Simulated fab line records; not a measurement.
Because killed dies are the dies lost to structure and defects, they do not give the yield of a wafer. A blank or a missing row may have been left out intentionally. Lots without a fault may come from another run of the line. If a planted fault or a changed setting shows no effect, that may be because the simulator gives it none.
Which tool did it? -- flow nand harc -- 13 lots with 39 wafers sampled at 4 steps, on a route of 1159 steps

WHAT THE GAUGES SHOWED, per wafer
NHARC_P_M1_CD_MEAS_09: the cd target is 130 nm.
lot,measured,on,cd nm (nm)
L950,day 6 13:58,cd sem-01,130.3 129.6 130.0
L951,day 6 18:04,cd sem-01,130.4 131.2 130.7
L953,day 6 23:02,cd sem-01,129.9 130.7 130.4
L952,day 6 23:33,cd sem-01,114.1 130.2 130.1
L964,day 10 02:02,cd sem-03,128.7 128.5 128.6
L965,day 10 02:35,cd sem-03,129.3 129.3 129.6
L966,day 10 07:10,cd sem-01,129.7 129.7 129.6
L968,day 10 11:10,cd sem-03,129.9 130.8 130.1
L969,day 10 20:14,cd sem-03,130.9 130.6 131.4
L971,day 11 04:41,cd sem-03,130.0 129.3 129.6
L972,day 11 05:15,cd sem-01,130.5 131.1 130.0
L970,day 11 07:16,cd sem-02,129.4 129.5 130.1
L973,day 11 20:09,cd sem-01,129.5 130.3 130.1

NHARC_P_M1_OVL_MEAS_10: pitch 260 nm.
lot,measured,on,overlay x nm (nm),overlay y nm (nm)
L950,day 6 14:03,overlay-01,0.7 0.0 0.3,0.0 -0.1 0.1
L951,day 6 18:09,overlay-02,-0.1 0.0 -0.2,-0.3 -0.5 0.1
L953,day 6 23:07,overlay-02,0.6 0.8 0.0,-0.3 -1.1 -0.6
L952,day 6 23:38,overlay-02,3.1 2.8 3.3,0.7 0.3 0.7
L964,day 10 02:08,overlay-01,0.5 0.2 0.2,-0.9 -0.6 -0.5
L965,day 10 02:40,overlay-01,0.3 0.4 0.1,-0.3 -0.7 0.1
L966,day 10 07:15,overlay-01,-0.9 -1.2 -1.3,1.2 0.8 1.0
L968,day 10 11:15,overlay-02,-1.0 -0.5 -1.2,-1.1 -1.0 -1.4
L969,day 10 20:19,overlay-01,0.2 0.5 0.7,-1.4 -1.3 -1.7
L971,day 11 04:47,overlay-01,-0.8 -0.5 -0.4,-0.8 -1.0 -1.0
L972,day 11 05:21,overlay-01,0.0 0.5 0.6,0.2 -0.7 0.2
L970,day 11 07:21,overlay-02,0.8 0.5 0.8,-2.1 -2.3 -2.1
L973,day 11 20:14,overlay-01,0.4 0.4 0.6,0.5 -0.1 0.0

TOOL THAT RAN EACH LOT (tool first, then ch and the chambers of the sampled wafers, then the start)
lot,NHARC_P_M0_DESCUM_14,NHARC_P_M1_PEB_07
L950,"rie diel-07 ch 1,2,3, day 6 10:00","litho track-06 ch 0, day 6 13:53"
L951,"rie diel-07 ch 0,3, day 6 14:11","litho track-01 ch 0, day 6 17:59"
L953,"rie diel-10 ch 0,3, day 6 19:05","litho track-01 ch 0, day 6 22:57"
L952,"rie diel-07 ch 0,2,3, day 6 19:41","litho track-01 ch 0, day 6 23:28"
L964,"rie diel-02 ch 1,3, day 9 22:19","litho track-04 ch 0, day 10 01:58"
L965,"rie diel-10 ch 1,2,3, day 9 22:41","litho track-06 ch 0, day 10 02:29"
L966,"rie diel-07 ch 2,3, day 10 03:07","litho track-06 ch 0, day 10 07:05"
L968,"rie diel-02 ch 0,1,2, day 10 07:12","litho track-06 ch 0, day 10 11:05"
L969,"rie diel-10 ch 1,2,3, day 10 16:15","litho track-04 ch 0, day 10 20:09"
L971,"rie diel-02 ch 0,1, day 11 00:46","litho track-06 ch 0, day 11 04:37"
L972,"rie diel-10 ch 1,3, day 11 01:13","litho track-01 ch 0, day 11 05:10"
L970,"rie diel-02 ch 0,1,2, day 11 03:23","litho track-06 ch 0, day 11 07:11"
L973,"rie diel-10 ch 1,2,3, day 11 12:31","litho track-06 ch 0, day 11 20:04"
- NHARC_P_M0_DESCUM_14: chemistry O2, time 3 s.
- NHARC_P_M1_PEB_07: peb time 65 s.

AS READ BY THE TOOLS THEMSELVES (means over the sampled wafers that have a number; for cases with no such wafer, the mark the record gives instead)
NHARC_P_M0_DESCUM_14.
lot,tool,drypump motor current A (A),oes product au (a.u.),rf vpp V (V),showerhead plenum p Torr (Torr),throttle valve pct (%)
L950,rie diel-07,5.3,0.998,58.2,1.98,11.315
L951,rie diel-07,5.5,0.999,57.7,1.86,11.305
L953,rie diel-10,5.5,0.996,57.2,1.89,11.308
L952,rie diel-07,5.5,0.995,57.7,1.94,11.315
L964,rie diel-02,5.7,0.994,58.1,1.92,11.316
L965,rie diel-10,5.8,0.984,58.3,2.03,11.309
L966,rie diel-07,5.4,0.999,58.0,1.90,11.310
L968,rie diel-02,5.9,0.994,57.7,1.98,11.316
L969,rie diel-10,5.8,0.992,58.1,2.03,11.305
L971,rie diel-02,5.8,0.988,58.3,1.96,11.306
L972,rie diel-10,5.7,0.995,57.6,2.02,11.309
L970,rie diel-02,5.9,1.000,58.4,1.97,11.305
L973,rie diel-10,5.8,0.987,59.0,2.03,11.311

NHARC_P_M1_PEB_07.
lot,tool,heater power total W (W)
L950,litho track-06,156.7
L951,litho track-01,156.5
L953,litho track-01,156.7
L952,litho track-01,169.9
L964,litho track-04,156.6
L965,litho track-06,156.6
L966,litho track-06,156.5
L968,litho track-06,156.4
L969,litho track-04,156.9
L971,litho track-06,156.4
L972,litho track-01,157.0
L970,litho track-06,156.7
L973,litho track-06,156.6

THE ANSWER, worked out from the rows above alone
Rule: what is usual is taken from the lots themselves. The widest of any qualifying gaps counts: lots, ordered by their means at a reading, are off when they make up no more than a third of the lots, leave a main group of 4 or more, and stand apart from it by 3 or more times the standard deviation of that group's means. The tables above print the reading to a certain number of digits; a main group whose means all agree to those digits is not used. A lot without any number at a reading at which 4 lots or more have one is off too. The other lots that the step has rows for count as sound. After the gauges, taken in route order, come the tools' own readings; for these a lot's mean is taken, as printed above. The first step at which some lot is off is used, and at that step the reading that is off furthest; a lot without a number counts as furthest.
Off: L952 (NHARC_P_M1_CD_MEAS_09, cd nm). For the main group the mean is 130.0 nm and the standard deviation 0.62.
If a tool, at a process step before that reading, ran all the lots that are off and no sound lot after the first of them, it fits. The gauges at NHARC_P_M1_CD_MEAS_09 aren't tried: what is off there is off at NHARC_P_M1_OVL_MEAS_10 too, on other tools, and a gauge's error can't cause that. Not one of the candidates tried fits.

WHAT THE SIMULATOR PUT IN
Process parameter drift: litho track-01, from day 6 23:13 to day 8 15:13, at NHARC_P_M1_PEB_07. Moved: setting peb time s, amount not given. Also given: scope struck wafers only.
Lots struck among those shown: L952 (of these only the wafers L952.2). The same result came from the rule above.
